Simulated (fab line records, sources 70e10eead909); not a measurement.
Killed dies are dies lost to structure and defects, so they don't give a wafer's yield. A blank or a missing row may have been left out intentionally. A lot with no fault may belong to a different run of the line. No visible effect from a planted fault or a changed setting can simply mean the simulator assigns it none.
Matching of chambers -- flow nand-harc -- NHARC_A_M1_STRIP_19 on wet-bench-08: 7 sister chambers
The step strips in post etch residue remover, time 600 s. 14 wafers are shown with their chamber, then 7 later ones without.

== EACH WAFER AND ITS CHAMBER ==
wafer,chamber,run-length-s (s)
L815.2,2,602.8
L815.4,5,603.4
L815.5,7,605.5
L818.1,3,604.0
L818.5,7,603.9
L818.6,0,602.7
L829.1,3,603.2
L829.2,6,602.4
L829.6,2,602.2
L831.1,5,602.3
L831.3,6,601.6
L831.5,0,603.3
L832.1,4,602.9
L832.2,0,601.7

SIGNATURES (averages over the wafers above)
reading,chamber 0,chamber 2,chamber 3,chamber 4,chamber 5,chamber 6,chamber 7,scatter within a chamber
run-length-s,602.567,602.500,603.600,602.900,602.850,602.000,604.700,0.757
Rule: a wafer's distance from a chamber is the root of the sum, over the readings, of the square of ((its reading less the chamber's mean) divided by the reading's scatter). If the next closest chamber is less than 2 further off than the closest, the wafer can't be placed; otherwise it belongs to the closest. The scatter: take each reading less its chamber's mean, square it, sum over the shown wafers, divide by the number of wafers less the number of chambers, and take the root.

== WAFERS MISSING THEIR CHAMBER ==
wafer,run-length-s (s)
L832.6,602.8
L834.1,601.0
L834.4,603.9
L834.5,603.1
L836.1,604.2
L836.2,602.6
L836.4,602.4

== THE CHAMBER EACH PASSED THROUGH ==
wafer,from the rows above,in truth
L832.6,can't be placed: 5 or 4 or 0 or 2 or 6 or 3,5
L834.1,can't be placed: 6 or 2 or 0 or 5 or 4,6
L834.4,can't be placed: 3 or 7 or 4 or 5 or 0 or 2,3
L834.5,can't be placed: 4 or 5 or 3 or 0 or 2 or 6 or 7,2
L836.1,can't be placed: 7 or 3 or 4 or 5 or 0 or 2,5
L836.2,can't be placed: 0 or 2 or 5 or 4 or 6 or 3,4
L836.4,can't be placed: 2 or 0 or 6 or 5 or 4 or 3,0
Correctly placed: 0 of 7. Cannot be placed on the basis of these rows: 7; the candidates contain the true chamber in 7. Wrongly placed: 0.
